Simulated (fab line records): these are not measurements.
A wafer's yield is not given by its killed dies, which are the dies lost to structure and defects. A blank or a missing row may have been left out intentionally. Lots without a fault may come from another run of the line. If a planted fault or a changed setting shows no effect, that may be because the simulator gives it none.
Chamber matching | flow n5_finfet | ald_metal-02 running N5_HKMG_FIN_ALD_71: 4 sister chambers
The step deposits TiN, target thk 1 nm, pulse time 1 s, purge time 3 s. 4 wafers are shown with their chamber, then 10 later ones without.

WAFERS, EACH WITH ITS CHAMBER
wafer  | chamber | heater_power_w (W)
L086.3 | 1       | 925
L086.6 | 0       | 844
L089.2 | 3       | 1103
L089.5 | 2       | 1069

WAFERS WITHOUT THEIR CHAMBER
wafer  | heater_power_w (W)
L089.6 | 1082
L091.2 | 829
L091.5 | 895
L091.6 | 1048
L094.2 | 891
L094.4 | 1043
L094.5 | 914
L096.2 | 827
L096.4 | 1060
L096.6 | 1059

WHICH CHAMBER EACH ONE RAN IN
wafer  | from the rows above     | in truth
L089.6 | can't be placed: 2 or 3 | 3
L091.2 | 0                       | 0
L091.5 | can't be placed: 1 or 0 | 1
L091.6 | can't be placed: 2 or 3 | 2
L094.2 | can't be placed: 1 or 0 | 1
L094.4 | can't be placed: 2 or 3 | 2
L094.5 | 1                       | 1
L096.2 | 0                       | 0
L096.4 | can't be placed: 2 or 3 | 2
L096.6 | can't be placed: 2 or 3 | 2
Placed correctly: 3 of 10. Cannot be placed on the basis of these rows: 7; the candidates contain the true chamber in 7. Number placed wrongly: 0.
How it was worked out, from the rows above alone: a wafer's distance from a chamber is the root of the sum, over the readings, of the square of ((its reading less the chamber's mean) divided by the reading's scatter). If the next closest chamber is less than 2 further off than the closest, the wafer can't be placed; otherwise it belongs to the closest. For every chamber, the mean is computed from those of its wafers that are shown. The scatter: with one shown wafer a chamber, the root of the mean of the squares of how far each hidden wafer lies from its nearest shown one.
